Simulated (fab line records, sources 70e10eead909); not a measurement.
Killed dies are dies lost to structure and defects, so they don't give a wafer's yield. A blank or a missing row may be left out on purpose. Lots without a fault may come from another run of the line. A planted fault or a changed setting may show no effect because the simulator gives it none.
fab line records | flow nand_harc
record lots=19 wafers=57 last_day=33
route steps=1302 shown A_STAIRCASE@667
lots that met no fault: from a run of the same line without faults
start_h: hours from the record's first day to the start of the lot's first wafer shown | wait_h: hours since the lot's step before | " the same as in the row above | L1.1+2: a row that stands for several wafers | - no value, or no start given | * or withheld: withheld | < > ~ a bound
route shown NAME@n: a module of which the file shows steps, and the number in the route of the first | usual: mean/standard deviation of fault-free wafers | same: alike in all rows | chamber/n: place in a boat | sites: the reading at each site | _std_site: their standard deviation | _edge_site: outer sites' mean less inner sites' | radius_mm: how far each site lies from the wafer's centre | mask NAME#n: copy n | behind: the tool/chamber that last shaped the wafer | hold: why the lot was held/for how many hours/how that ended | device: the transistor (n, p or np) that didn't switch | end of line: the same wafers' tests at the end of the route | a step without rows: its recipe alone | killed: dies lost to structure and defects at the first sort, not the wafer's yield | map: a wafer's dies, x killed, . not, _ none there
set.NAME: the setting as run; set.NAME@STEP: as run at that earlier step | model.NAME: the simulator's own value behind a step, which no gauge read
steps of the route over a sample of lots; a table a step, a row a wafer
services: from which hour (start_h, from the record's first day; less than 0 if before it) a tool's chamber was out of use, for how many hours, and why
## steps
# step NHARC_A_STAIRCASE_DESCUM_11
# recipe time_s=3 o2_flow_sccm=200 ar_flow_sccm=0 bias_power_w=0 chemistry=O2
# usual chamber_pressure_mTorr=60.00/0.053 drypump_motor_current_A=5.8/0.48 oes_product_au=1.001/0.013 rf_vpp_V=57.6/0.81 showerhead_plenum_p_Torr=1.87/0.086 throttle_valve_pct=11.310/0.0088
# columns lot.wafer tool chamber start_h wait_h chamber_pressure_mTorr drypump_motor_current_A oes_product_au rf_hours_counter_h rf_vpp_V showerhead_plenum_p_Torr throttle_valve_pct
L074.1 rie_diel-04 1 346.63 - 59.99 6.6 0.989 43 58.2 1.96 11.305
L074.6 " 2 " " 59.92 5.8 1.011 - 57.2 1.80 11.305
L074.5 " 3 " " 60.06 6.6 1.001 - 56.8 1.97 11.309
L075.2 rie_diel-10 3 361.58 - 59.94 6.1 1.002 34 56.8 1.91 11.328
L075.1 " 0 " " 60.12 6.1 1.004 34 57.4 1.79 11.308
L075.5 " 3 " " 59.96 6.1 0.990 - 59.2 1.91 11.307
L076.1 rie_diel-04 0 373.38 - 59.98 5.4 0.979 3 57.0 1.80 11.299
L076.3 " 3 " " 59.90 6.5 1.001 2 57.8 1.97 11.309
L076.5 " 1 " " 60.07 6.6 0.994 - 58.5 1.96 11.312
L077.2 rie_diel-10 2 392.97 - 59.92 5.5 0.998 44 57.1 1.78 11.307
L077.1 " 0 " " 60.02 6.1 0.989 44 57.3 1.78 11.307
L077.6 " 1 " " 59.99 5.2 1.003 - 57.9 1.98 11.296
L080.2 rie_diel-04 0 402.73 - 59.99 5.3 0.994 11 58.4 1.79 11.304
L080.4 " 1 " " 60.04 6.6 1.009 11 57.3 1.96 11.327
L080.5 " 0 " " 59.99 5.3 0.992 - 57.8 1.79 11.303
L079.2 rie_diel-05 2 402.88 - 59.97 5.5 1.010 52 57.3 1.87 11.314
L079.4 " 3 " " 59.99 5.7 0.979 54 59.3 2.06 11.302
L079.3 " 1 " " 60.12 5.1 0.994 52 56.3 1.86 11.306
L081.3 rie_diel-10 0 413.77 - 59.93 6.1 0.996 54 57.1 1.78 11.305
L081.4 " 2 " " 60.05 5.6 0.992 53 55.9 1.78 11.310
L081.6 " 3 " " 60.06 6.1 0.986 - 56.7 1.91 11.304
L082.2 rie_diel-05 2 427.63 - 60.00 5.5 1.032 4 58.8 1.87 11.306
L082.6 " 1 " " 59.96 5.1 1.013 - 56.6 1.86 11.319
L082.5 " 2 " " 59.98 5.5 1.028 - 57.6 1.87 11.316
L083.1 rie_diel-05 0 450.29 - 59.90 5.8 0.997 12 57.2 1.94 11.323
L083.5 " 1 " " 60.00 5.1 1.003 - 57.8 1.85 11.319
L083.6 " 2 " " 60.03 5.5 1.031 - 57.6 1.87 11.308
L085.3 rie_diel-10 1 457.07 - 59.99 5.2 1.000 9 57.4 1.98 11.313
L085.2 " 0 " " 60.00 6.1 0.985 8 56.5 1.78 11.309
L085.5 " 1 " " 59.98 5.2 1.000 - 57.8 1.98 11.316
L086.1 rie_diel-04 0 457.35 - 60.02 5.3 0.992 32 55.9 1.79 11.309
L086.2 " 1 " " 59.96 6.6 1.005 29 57.2 1.95 11.315
L086.3 " 2 " " 59.96 5.8 1.027 30 57.2 1.79 11.301
L088.3 rie_diel-04 1 492.43 - 60.06 6.6 0.996 37 57.8 1.95 11.308
L088.1 " 2 " " 59.97 5.7 1.021 37 58.0 1.79 11.312
L088.6 " 0 " " 60.02 5.3 0.987 - 56.5 1.78 11.307
L089.4 rie_diel-04 3 492.71 - 59.96 6.5 1.012 43 57.4 1.96 11.320
L089.1 " 0 " " 59.96 5.3 0.973 41 57.8 1.78 11.316
L089.6 " 2 " " 60.03 5.7 1.027 - 56.0 1.79 11.311
L091.1 rie_diel-10 1 513.10 - 59.97 5.2 0.986 25 57.9 1.97 11.308
L091.6 " 2 " " 60.08 5.5 1.005 - 56.2 1.77 11.300
L091.5 " 3 " " 59.94 6.1 1.004 - 58.2 1.90 11.303
L090.3 rie_diel-10 3 513.93 - 59.97 6.1 1.002 30 58.2 1.90 11.311
L090.1 " 2 " " 60.08 5.5 1.007 27 56.9 1.77 11.319
L090.6 " 3 " " 60.00 6.1 0.996 - 57.9 1.90 11.302
L092.3 rie_diel-10 3 543.64 - 59.99 6.1 0.998 44 57.7 1.89 11.314
L092.4 " 0 " " 60.08 6.1 0.985 45 57.2 1.77 11.314
L092.1 " 1 " " 59.98 5.2 0.994 36 57.7 1.97 11.294
L095.2 rie_diel-04 3 554.27 - 59.92 6.6 1.010 2 57.5 1.95 11.305
L095.3 " 0 " " 60.10 5.3 1.005 2 57.5 1.78 11.304
L095.6 " 1 " " 60.07 6.6 1.016 - 58.0 1.95 11.315
L094.3 rie_diel-10 3 554.52 - 60.07 6.1 0.989 47 59.9 1.89 11.314
L094.4 " 0 " " 60.07 6.1 0.989 48 57.6 1.77 11.314
L094.6 " 0 " " 59.98 6.1 0.994 - 57.3 1.77 11.313
L096.4 rie_diel-10 2 572.01 - 59.96 5.6 1.009 46 58.2 1.76 11.304
L096.3 " 3 " " 59.99 6.1 0.988 53 58.3 1.89 11.298
L096.6 " 2 " " 60.02 5.5 0.998 - 57.8 1.76 11.312
# step NHARC_A_STAIRCASE_TRIM_220
# recipe time_s=211.2 o2_flow_sccm=500 ar_flow_sccm=0 bias_w=0 chemistry=O2
# usual chamber_pressure_mTorr=60.00/0.061 drypump_motor_current_A=5.8/0.48 oes_product_au=1.003/0.014 rf_vpp_V=57.8/0.91 showerhead_plenum_p_Torr=3.49/0.15 throttle_valve_pct=17.037/0.0088
# columns lot.wafer tool chamber start_h wait_h chamber_pressure_mTorr drypump_motor_current_A oes_product_au rf_hours_counter_h rf_vpp_V showerhead_plenum_p_Torr throttle_valve_pct
L074.1 rie_diel-05 3 355.24 0.1 59.90 5.7 1.007 39 59.2 3.79 17.034
L074.6 " 2 " " 60.05 5.5 1.014 - 57.5 3.47 17.048
L074.5 " 3 " " 60.06 5.6 0.992 - 58.1 3.79 17.029
L075.2 rie_diel-04 1 370.29 0.1 60.02 6.6 1.003 2 57.3 3.61 17.041
L075.1 " 2 " " 60.03 5.8 1.022 2 56.8 3.33 17.032
L075.5 " 1 " " 59.95 6.6 1.009 - 59.4 3.61 17.036
L076.1 rie_diel-10 1 380.87 0.1 60.02 5.2 1.008 38 57.8 3.65 17.026
L076.3 " 3 " " 60.02 6.1 0.986 40 57.7 3.53 17.042
L076.5 " 2 " " 60.05 5.5 0.996 - 58.0 3.30 17.043
L077.2 rie_diel-05 2 400.28 0.1 60.03 5.6 1.004 51 57.6 3.46 17.027
L077.1 " 3 " " 59.91 5.7 0.970 53 59.7 3.78 17.030
L077.6 " 3 " " 60.06 5.6 0.983 - 58.3 3.78 17.046
L080.4 rie_diel-04 3 412.53 0.1 60.05 6.6 1.029 16 57.8 3.62 17.054
L080.2 " 1 " " 59.97 6.6 0.998 15 58.0 3.61 17.032
L080.5 " 0 " " 60.19 5.3 0.995 - 57.4 3.32 17.042
L079.2 rie_diel-04 2 413.20 0.1 60.05 5.8 1.030 14 57.0 3.32 17.035
L079.3 " 3 " " 59.98 6.6 1.027 16 57.3 3.62 17.031
L079.4 " 1 " " 59.87 6.6 1.009 16 57.9 3.61 17.035
L081.3 rie_diel-05 1 424.94 0.1 60.02 5.1 1.003 6 58.7 3.43 17.041
L081.4 " 1 " " 60.06 5.2 1.004 - 59.7 3.43 17.046
L081.6 " 0 " " 60.00 5.8 1.007 - 57.2 3.58 17.023
L082.2 rie_diel-04 0 435.56 0.2 59.99 5.3 0.991 24 56.6 3.31 17.033
L082.6 " 0 " " 60.00 5.3 0.994 - 57.0 3.31 17.037
L082.5 " 1 " " 60.00 6.6 1.005 - 58.9 3.60 17.043
L083.1 rie_diel-10 2 459.25 0.1 59.93 5.6 1.009 8 55.9 3.29 17.042
L083.6 " 3 " " 59.99 6.1 1.004 - 57.2 3.51 17.023
L083.5 " 0 " " 60.11 6.1 0.980 - 57.3 3.29 17.033
L086.1 rie_diel-04 2 465.13 0.1 60.00 5.8 1.010 33 56.8 3.31 17.038
L086.2 " 3 " " 60.07 6.6 1.014 36 58.1 3.61 17.042
L086.3 " 0 " " 60.06 5.4 0.979 34 57.8 3.31 17.029
L085.2 rie_diel-05 3 465.97 0.1 60.06 5.7 0.972 14 58.0 3.77 17.044
L085.3 " 0 " " 59.95 5.8 0.998 17 57.2 3.58 17.028
L085.5 " 3 " " 60.03 5.6 0.976 - 58.3 3.77 17.041
L088.3 rie_diel-10 0 500.09 0.1 59.97 6.1 0.998 23 57.8 3.29 17.029
L088.1 " 1 " " 59.95 5.3 0.984 21 56.9 3.63 17.037
L088.6 " 0 " " 60.09 6.2 0.991 - 57.9 3.29 17.051
L089.4 rie_diel-04 1 500.45 0.1 59.98 6.6 0.994 39 57.8 3.59 17.032
L089.1 " 2 " " 59.97 5.8 1.028 40 58.3 3.31 17.052
L089.6 " 2 " " 60.08 5.8 1.029 - 56.9 3.31 17.021
L091.1 rie_diel-05 0 521.73 0.1 60.03 5.8 1.006 34 58.6 3.57 17.032
L091.5 " 2 " " 60.02 5.6 1.016 - 57.7 3.44 17.044
L091.6 " 3 " " 59.95 5.6 0.982 - 57.2 3.76 17.052
L090.3 rie_diel-04 1 522.95 0.1 59.95 6.6 1.002 48 57.9 3.59 17.038
L090.1 " 3 " " 60.06 6.6 1.014 51 59.4 3.60 17.032
L090.6 " 1 " " 59.98 6.6 1.003 - 59.3 3.59 17.032
L092.4 rie_diel-05 3 551.35 0.1 59.99 5.7 0.987 41 57.2 3.75 17.030
L092.3 " 0 " " 60.06 5.8 1.006 41 57.4 3.56 17.023
L092.1 " 2 " " 59.89 5.5 1.016 40 57.5 3.44 17.045
L095.2 rie_diel-10 2 561.60 0.1 59.95 5.5 0.998 41 57.7 3.27 17.037
L095.3 " 3 " " 60.05 6.1 0.980 49 57.6 3.49 17.037
L095.6 " 1 " " 60.08 5.2 0.989 - 58.6 3.62 17.045
L094.3 rie_diel-10 1 562.01 0.1 60.03 5.2 0.999 41 57.1 3.62 17.031
L094.4 " 2 " " 60.03 5.5 1.008 41 57.3 3.27 17.015
L094.6 " 0 " " 59.95 6.1 0.994 - 56.7 3.27 17.051
L096.3 rie_diel-05 3 581.68 0.3 60.04 5.7 0.977 53 56.6 3.74 17.034
L096.6 " 2 " " 60.05 5.5 1.021 - 58.1 3.43 17.033
L096.4 " 0 " " 59.90 5.8 1.008 - 58.6 3.56 17.049
# step NHARC_A_STAIRCASE_STRIP_238
# recipe power_w=1500 temp_c=250 chemistry=O2
# usual drypump_motor_current_A=5.84/0.25 heater_power_w=367/39
# columns lot.wafer tool chamber start_h wait_h drypump_motor_current_A heater_power_w rf_hours_counter_h
L074.1 plasma_asher-02 1 360.19 0.1 6.09 410 25
L074.6 " 1 " " 6.12 409 -
L074.5 " 0 " " 6.07 382 -
L075.2 plasma_asher-02 1 372.55 0.1 6.09 413 28
L075.1 " 0 " " 6.06 394 28
L075.5 " 0 " " 6.08 385 -
L076.1 plasma_asher-02 0 383.11 0.1 6.09 393 30
L076.3 " 0 " " 6.07 388 -
L076.5 " 1 " " 6.08 393 -
L077.1 plasma_asher-02 1 402.36 0.1 6.10 411 34
L077.2 " 0 " " 6.09 392 34
L077.6 " 0 " " 6.12 392 -
L080.2 plasma_asher-01 0 416.19 0.1 5.68 349 13
L080.4 " 0 " " 5.68 356 -
L080.5 " 0 " " 5.69 354 -
L079.2 plasma_asher-01 1 417.16 0.1 5.53 304 13
L079.3 " 0 " " 5.69 364 -
L079.4 " 1 " " 5.54 308 -
L081.3 plasma_asher-01 1 427.50 0.2 5.50 305 -
L081.4 " 0 " " 5.67 347 -
L081.6 " 1 " " 5.50 304 -
L082.2 plasma_asher-02 1 438.93 0.1 6.10 383 0
L082.5 " 1 " " 6.12 388 -
L082.6 " 0 " " 6.03 423 -
L083.1 plasma_asher-01 1 461.40 0.1 5.51 309 25
L083.6 " 1 " " 5.52 310 -
L083.5 " 0 " " 5.67 349 -
L086.1 plasma_asher-01 0 467.21 0.1 5.65 361 26
L086.2 " 1 " " 5.52 302 26
L086.3 " 1 " " 5.55 311 -
L085.2 plasma_asher-01 0 468.04 0.1 5.70 356 26
L085.3 " 0 " " 5.70 354 -
L085.5 " 1 " " 5.51 307 -
L089.1 plasma_asher-01 1 502.67 0.1 5.51 310 29
L089.4 " 0 " " 5.65 351 -
L089.6 " 0 " " 5.68 354 -
L088.1 plasma_asher-01 1 505.62 0.1 5.53 311 30
L088.3 " 0 " " 5.68 359 -
L088.6 " 0 " " 5.66 353 -
L091.1 plasma_asher-02 1 524.17 0.1 6.09 395 20
L091.5 " 0 " " 6.05 426 -
L091.6 " 1 " " 6.10 384 -
L090.1 plasma_asher-02 0 525.03 0.1 6.07 417 20
L090.3 " 0 " " 6.06 421 -
L090.6 " 1 " " 6.11 380 -
L092.1 plasma_asher-02 1 553.49 0.1 6.11 403 27
L092.3 " 0 " " 6.10 423 -
L092.4 " 1 " " 6.11 397 -
L095.2 plasma_asher-01 0 566.94 0.3 5.68 346 7
L095.3 " 1 " " 5.52 325 -
L095.6 " 0 " " 5.71 356 -
L094.4 plasma_asher-02 1 568.06 0.2 6.12 386 -
L094.3 " 0 " " 6.06 423 -
L094.6 " 1 " " 6.13 389 -
L096.3 plasma_asher-02 1 585.15 0.2 6.10 389 -
L096.4 " 0 " " 6.04 419 -
L096.6 " 0 " " 6.05 415 -
# step NHARC_A_STAIRCASE_DESCUM_270
# recipe time_s=3 o2_flow_sccm=200 ar_flow_sccm=0 bias_power_w=0 chemistry=O2
# usual chamber_pressure_mTorr=60.00/0.052 drypump_motor_current_A=5.8/0.49 oes_product_au=1.001/0.013 rf_vpp_V=57.6/0.9 showerhead_plenum_p_Torr=1.88/0.088 throttle_valve_pct=11.311/0.011
# columns lot.wafer tool chamber start_h wait_h chamber_pressure_mTorr drypump_motor_current_A oes_product_au rf_hours_counter_h rf_vpp_V showerhead_plenum_p_Torr throttle_valve_pct
L074.1 rie_diel-04 1 367.93 - 59.97 6.6 0.991 0 59.0 1.96 11.315
L074.6 " 3 " " 59.98 6.6 1.012 - 57.4 1.97 11.314
L074.5 " 0 " " 60.04 5.3 0.985 - 57.8 1.80 11.333
L075.1 rie_diel-04 1 380.91 - 60.07 6.6 0.991 5 57.7 1.96 11.299
L075.2 " 2 " " 60.05 5.7 1.013 5 57.7 1.80 11.299
L075.5 " 2 " " 60.04 5.8 1.017 - 57.5 1.80 11.318
L076.1 rie_diel-10 1 388.28 - 59.99 5.2 0.998 41 58.0 1.98 11.310
L076.3 " 2 " " 59.96 5.5 1.004 43 57.0 1.78 11.316
L076.5 " 1 " " 59.91 5.2 0.992 - 58.3 1.98 11.306
L077.1 rie_diel-10 2 407.75 - 60.01 5.5 1.004 49 57.1 1.78 11.311
L077.2 " 1 " " 60.01 5.2 1.002 49 57.8 1.98 11.338
L077.6 " 2 " " 60.04 5.5 1.001 - 57.4 1.78 11.304
L080.2 rie_diel-05 0 422.82 - 59.99 5.8 1.005 4 58.3 1.95 11.316
L080.4 " 1 " " 60.01 5.1 1.008 4 58.5 1.86 11.318
L080.5 " 1 " " 60.03 5.1 1.004 - 57.2 1.86 11.313
L079.3 rie_diel-04 2 423.57 - 60.09 5.7 1.018 20 56.7 1.79 11.317
L079.2 " 3 " " 59.99 6.6 1.021 22 57.6 1.96 11.298
L079.4 " 0 " " 60.04 5.3 0.990 21 57.6 1.79 11.314
L081.3 rie_diel-04 3 435.16 - 60.07 6.6 1.021 25 57.8 1.96 11.294
L081.4 " 1 " " 60.04 6.6 1.000 23 58.2 1.96 11.322
L081.6 " 3 " " 59.92 6.6 1.025 - 58.5 1.96 11.295
L082.2 rie_diel-10 2 446.79 - 59.97 5.5 1.018 4 56.9 1.77 11.314
L082.5 " 1 " " 59.98 5.2 1.003 - 55.6 1.98 11.321
L082.6 " 2 " " 60.07 5.5 1.017 - 58.2 1.78 11.318
L083.1 rie_diel-10 1 468.49 - 59.93 5.2 1.013 13 58.3 1.98 11.300
L083.6 " 2 " " 59.96 5.6 1.020 - 57.2 1.77 11.291
L083.5 " 3 " " 60.10 6.1 1.000 - 57.3 1.90 11.315
L086.1 rie_diel-05 0 473.53 - 60.00 5.8 1.007 19 57.3 1.94 11.318
L086.3 " 1 " " 59.95 5.1 1.009 19 58.6 1.85 11.310
L086.2 " 3 " " 60.02 5.7 0.977 16 59.0 2.05 11.314
L085.2 rie_diel-10 1 476.30 - 60.01 5.2 0.988 14 58.8 1.97 11.293
L085.3 " 3 " " 60.00 6.1 0.998 14 57.6 1.90 11.293
L085.5 " 2 " " 60.04 5.5 1.015 - 56.4 1.77 11.325
L089.4 rie_diel-10 0 507.99 - 59.96 6.1 0.991 28 57.9 1.77 11.318
L089.1 " 1 " " 60.00 5.2 0.986 24 58.4 1.97 11.301
L089.6 " 0 " " 59.97 6.1 0.990 - 57.1 1.77 11.321
L088.1 rie_diel-05 2 513.58 - 59.97 5.6 1.009 29 56.6 1.86 11.316
L088.3 " 0 " " 59.83 5.8 1.005 31 57.6 1.94 11.321
L088.6 " 2 " " 60.03 5.6 1.010 - 56.4 1.86 11.299
L091.1 rie_diel-05 2 529.45 - 59.97 5.5 1.008 33 57.9 1.86 11.319
L091.6 " 2 " " 59.95 5.6 1.004 - 56.6 1.86 11.293
L091.5 " 3 " " 60.02 5.7 0.983 - 58.3 2.05 11.317
L090.3 rie_diel-10 3 530.84 - 59.99 6.1 0.988 37 57.7 1.89 11.293
L090.1 " 1 " " 60.05 5.2 0.989 30 58.0 1.97 11.311
L090.6 " 0 " " 60.00 6.2 0.991 - 56.8 1.77 11.324
L092.1 rie_diel-04 1 564.87 - 59.95 6.6 1.009 5 58.4 1.95 11.320
L092.3 " 2 " " 60.11 5.8 0.989 8 57.4 1.78 11.316
L092.4 " 0 " " 60.01 5.3 0.995 5 55.5 1.78 11.332
L095.3 rie_diel-10 2 572.52 - 60.04 5.5 0.998 46 56.5 1.76 11.324
L095.2 " 3 " " 59.97 6.1 0.986 53 59.5 1.89 11.309
L095.6 " 1 " " 59.95 5.2 1.002 - 59.4 1.96 11.311
L094.4 rie_diel-04 2 573.43 - 59.97 5.8 0.987 11 57.7 1.78 11.307
L094.3 " 1 " " 60.03 6.6 1.004 9 58.5 1.94 11.315
L094.6 " 2 " " 60.00 5.8 0.994 - 56.2 1.78 11.309
L096.3 rie_diel-10 2 591.24 - 60.00 5.5 1.011 53 57.7 1.76 11.303
L096.4 " 3 " " 60.04 6.1 0.994 62 56.5 1.89 11.307
L096.6 " 0 " " 60.05 6.2 0.987 - 56.1 1.76 11.315
# step NHARC_A_STAIRCASE_ETCH_451
# recipe target_depth_a=300 overetch_a=30 time_s=16.5 ion_energy_ev=100 cf4_flow_sccm=80 o2_flow_sccm=20 ar_flow_sccm=0 rf_w=300 bias_w=100 chemistry=CF4/O2
# usual chamber_pressure_mTorr=30.000/0.027 drypump_motor_current_A=5.8/0.48 oes_o_777_au=0.999/0.0044 oes_product_au=1.001/0.013 rf_vpp_V=197.3/1.5 showerhead_plenum_p_Torr=1.31/0.062 throttle_valve_pct=13.396/0.0085
# columns lot.wafer tool chamber start_h wait_h chamber_pressure_mTorr drypump_motor_current_A oes_o_777_au oes_product_au rf_hours_counter_h rf_vpp_V showerhead_plenum_p_Torr throttle_valve_pct
L074.1 rie_diel-04 3 - - 29.981 6.6 1.002 1.017 1 198.2 1.37 13.401
L074.5 " 1 " " 30.009 6.6 1.000 0.997 - 199.2 1.37 13.387
L074.6 " 2 " " 30.081 5.8 0.996 1.014 - 196.5 1.26 13.398
L075.2 rie_diel-04 2 - - 30.002 5.8 1.003 1.020 5 196.5 1.26 13.401
L075.1 " 3 " " 30.037 6.6 1.002 1.001 4 199.6 1.37 13.387
L075.5 " 1 " " 30.063 6.6 0.998 0.995 - 197.4 1.37 13.406
L076.3 rie_diel-10 0 - - 30.039 6.1 0.998 0.996 43 194.9 1.25 13.384
L076.1 " 3 " " 29.987 6.1 1.006 0.996 43 197.9 1.33 13.393
L076.5 " 0 " " 29.993 6.1 1.007 1.004 - 196.2 1.25 13.391
L077.2 rie_diel-10 2 - - 29.986 5.5 0.993 1.006 50 195.6 1.24 13.383
L077.1 " 0 " " 30.004 6.1 0.993 0.997 51 197.0 1.25 13.389
L077.6 " 1 " " 29.992 5.3 0.997 1.000 - 198.2 1.38 13.390
L080.2 rie_diel-05 0 - - 30.033 5.8 1.000 0.991 4 198.8 1.36 13.388
L080.4 " 2 " " 30.007 5.6 1.004 1.012 2 196.5 1.31 13.402
L080.5 " 3 " " 30.022 5.6 1.008 0.973 - 199.7 1.43 13.389
L079.4 rie_diel-04 1 - - 29.941 6.6 0.994 1.003 20 198.0 1.37 13.409
L079.3 " 3 " " 30.021 6.6 0.999 1.020 23 198.2 1.37 13.392
L079.2 " 0 " " 29.988 5.3 1.007 0.986 21 196.5 1.25 13.404
L081.3 rie_diel-04 2 - - 30.019 5.7 1.001 1.025 24 196.9 1.25 13.400
L081.4 " 3 " " 30.023 6.6 1.002 1.021 26 200.2 1.37 13.399
L081.6 " 1 " " 30.032 6.6 1.004 0.996 - 197.2 1.36 13.396
L082.2 rie_diel-10 0 - - 29.999 6.1 0.997 0.973 5 196.9 1.24 13.405
L082.5 " 0 " " 30.001 6.1 0.993 0.964 - 197.1 1.24 13.394
L082.6 " 1 " " 29.988 5.2 1.003 0.999 - 197.0 1.38 13.395
L083.1 rie_diel-10 2 - - 29.979 5.5 0.996 1.022 11 194.3 1.24 13.400
L083.5 " 2 " " 29.982 5.5 1.003 1.021 - 196.2 1.24 13.400
L083.6 " 3 " " 30.009 6.1 0.999 1.006 - 197.6 1.33 13.400
L086.2 rie_diel-05 2 - - 29.966 5.5 0.998 1.015 18 195.8 1.30 13.399
L086.1 " 3 " " 30.029 5.7 0.998 0.977 16 199.6 1.43 13.387
L086.3 " 1 " " 29.978 5.1 0.998 1.003 19 197.4 1.29 13.388
L085.3 rie_diel-10 2 - - 29.972 5.5 1.003 1.014 13 196.8 1.24 13.393
L085.2 " 1 " " 30.017 5.2 0.997 1.005 15 199.0 1.38 13.411
L085.5 " 2 " " 29.988 5.5 0.995 1.015 - 196.2 1.24 13.381
L089.4 rie_diel-10 0 - - 30.006 6.1 0.996 1.002 28 194.9 1.24 13.391
L089.1 " 2 " " 30.016 5.5 0.998 1.021 25 196.4 1.24 13.395
L089.6 " 0 " " 30.012 6.1 0.994 1.006 - 196.7 1.24 13.405
L088.3 rie_diel-05 3 - - 29.978 5.6 1.001 0.984 29 200.7 1.43 13.387
L088.1 " 1 " " 29.947 5.1 0.999 1.008 30 196.0 1.29 13.395
L088.6 " 3 " " 30.033 5.6 1.001 0.980 - 199.6 1.43 13.406
L091.1 rie_diel-05 3 - - 29.994 5.6 0.993 0.978 33 200.0 1.43 13.413
L091.6 " 2 " " 29.988 5.5 1.001 1.010 - 195.8 1.30 13.392
L091.5 " 3 " " 30.025 5.6 0.990 0.975 - 200.0 1.43 13.406
L090.1 rie_diel-10 1 - - 30.006 5.2 1.005 0.985 32 198.5 1.37 13.400
L090.3 " 3 " " 30.053 6.1 1.000 0.979 38 198.2 1.32 13.399
L090.6 " 1 " " 30.026 5.2 0.999 0.984 - 198.4 1.37 13.392
L092.3 rie_diel-04 1 - - 30.024 6.6 0.999 1.004 6 198.8 1.36 13.396
L092.1 " 2 " " 29.996 5.7 0.999 0.997 9 195.1 1.24 13.407
L092.4 " 3 " " 30.015 6.6 0.993 1.007 9 198.7 1.36 13.401
L095.2 rie_diel-10 2 - - 29.996 5.5 1.003 0.999 46 196.8 1.23 13.400
L095.3 " 3 " " 29.965 6.1 1.002 0.990 53 196.6 1.32 13.389
L095.6 " 1 " " 30.011 5.2 1.010 0.989 - 198.7 1.37 13.403
L094.3 rie_diel-04 3 - - 29.992 6.6 0.996 1.009 11 197.3 1.36 13.408
L094.4 " 1 " " 30.007 6.6 1.004 1.019 9 197.7 1.36 13.373
L094.6 " 3 " " 29.997 6.6 1.002 1.003 - 197.1 1.36 13.395
L096.3 rie_diel-10 3 - - 29.982 6.1 1.008 0.988 62 196.9 1.32 13.402
L096.4 " 1 " " 29.954 5.2 1.001 0.992 53 198.0 1.37 13.406
L096.6 " 3 " " 30.016 6.1 1.005 0.998 - 197.5 1.32 13.399
# step NHARC_A_STAIRCASE_ETCH_273
# recipe target_depth_a=1.02e+05 time_s=2468.6 ion_energy_ev=800 c4f8_flow_sccm=80 o2_flow_sccm=60 ar_flow_sccm=withheld rf_w=600 bias_w=3000 chemistry=C4F8/O2/Ar
# usual chamber_pressure_mTorr=25.003/0.023 oes_product_au=0.935/0.014 rf_vpp_V=1822/11
# columns lot.wafer tool chamber start_h wait_h chamber_pressure_mTorr oes_product_au rf_hours_counter_h rf_vpp_V
L074.1 rie_diel-04 3 - - 24.995 0.939 1 1835
L074.6 " 1 " " 24.975 0.936 - 1833
L074.5 " 2 " " 24.998 0.952 - 1812
L075.1 rie_diel-04 2 - - 24.975 0.955 5 1811
L075.2 " 3 " " 25.010 0.947 5 1834
L075.5 " 0 " " 25.035 0.935 - 1812
L076.1 rie_diel-10 2 - - 25.024 0.941 43 1811
L076.3 " 1 " " 25.008 0.941 41 1836
L076.5 " 2 " " 25.044 0.933 - 1811
L077.1 rie_diel-10 3 - - 25.004 0.912 51 1826
L077.2 " 0 " " 24.985 0.917 52 1811
L077.6 " 3 " " 25.020 0.918 - 1826
L080.2 rie_diel-05 1 - - 24.976 0.938 5 1820
L080.4 " 2 " " 24.994 0.944 3 1822
L080.5 " 0 " " 24.977 0.947 - 1831
L079.2 rie_diel-04 2 - - 24.962 0.969 21 1812
L079.4 " 3 " " 24.968 0.965 23 1833
L079.3 " 0 " " 25.007 0.933 22 1810
L081.3 rie_diel-04 2 - - 24.999 0.952 24 1811
L081.4 " 3 " " 25.010 0.941 26 1833
L081.6 " 2 " " 24.984 0.954 - 1811
L082.2 rie_diel-10 3 - - 25.008 0.915 4 1825
L082.6 " 2 " " 25.006 0.953 - 1809
L082.5 " 3 " " 25.016 0.918 - 1825
L083.1 rie_diel-10 3 - - 24.957 0.934 12 1825
L083.5 " 3 " " 25.048 0.931 - 1826
L083.6 " 0 " " 24.976 0.919 - 1809
L086.3 rie_diel-05 1 - - 25.034 0.938 19 1820
L086.1 " 3 " " 24.991 0.920 17 1844
L086.2 " 0 " " 25.036 0.944 20 1831
L085.3 rie_diel-10 0 - - 24.997 0.907 16 1810
L085.2 " 2 " " 24.961 0.945 14 1809
L085.5 " 0 " " 25.036 0.918 - 1808
L089.4 rie_diel-10 3 - - 24.984 0.932 28 1825
L089.1 " 0 " " 24.967 0.940 28 1809
L089.6 " 3 " " 25.012 0.936 - 1825
L088.3 rie_diel-05 0 - - 24.995 0.941 31 1830
L088.1 " 1 " " 25.008 0.959 30 1820
L088.6 " 0 " " 25.002 0.952 - 1829
L091.1 rie_diel-05 3 - - 25.027 0.930 33 1842
L091.5 " 3 " " 24.965 0.936 - 1843
L091.6 " 0 " " 25.010 0.943 - 1829
L090.3 rie_diel-10 0 - - 25.003 0.916 38 1809
L090.1 " 3 " " 25.007 0.924 38 1825
L090.6 " 1 " " 25.008 0.920 - 1834
L092.4 rie_diel-04 0 - - 24.993 0.923 7 1808
L092.1 " 1 " " 25.036 0.932 6 1832
L092.3 " 3 " " 25.004 0.932 10 1832
L095.2 rie_diel-10 0 - - 25.018 0.908 54 1806
L095.3 " 1 " " 24.989 0.916 47 1834
L095.6 " 0 " " 25.003 0.911 - 1808
L094.4 rie_diel-04 0 - - 24.982 0.931 9 1810
L094.3 " 2 " " 25.031 0.929 12 1810
L094.6 " 0 " " 24.974 0.921 - 1808
L096.4 rie_diel-10 0 - - 25.023 0.909 62 1806
L096.3 " 2 " " 25.003 0.931 53 1808
L096.6 " 0 " " 25.007 0.919 - 1806
## services
# columns tool chamber start_h hours kind
rie_diel-10 0 327.37 - clean
rie_diel-10 1 327.37 - clean
rie_diel-10 2 327.37 - clean
rie_diel-04 - 332.47 2.3 repair
plasma_asher-01 - 342.07 9.0 pm
rie_diel-04 - 355.68 9.0 pm
plasma_asher-02 - 357.16 0.7 repair
rie_diel-10 1 362.18 7.1 repair
plasma_asher-01 - 374.88 0.7 repair
rie_diel-04 2 384.20 2.6 repair
rie_diel-05 - 410.51 9.0 pm
rie_diel-10 - 421.86 9.0 pm
rie_diel-05 3 424.54 4.8 repair
plasma_asher-02 - 427.04 9.0 pm
plasma_asher-01 - 470.45 8.6 repair
rie_diel-10 1 482.68 6.5 repair
rie_diel-04 3 494.50 4.0 repair
plasma_asher-01 - 519.07 9.0 pm
rie_diel-04 - 532.68 9.0 pm
plasma_asher-01 - 542.52 3.2 repair
rie_diel-10 2 543.91 4.8 repair
rie_diel-05 - 561.39 0.7 repair
rie_diel-05 1 576.02 10.6 repair
rie_diel-05 - 587.51 9.0 pm
## key
fault none
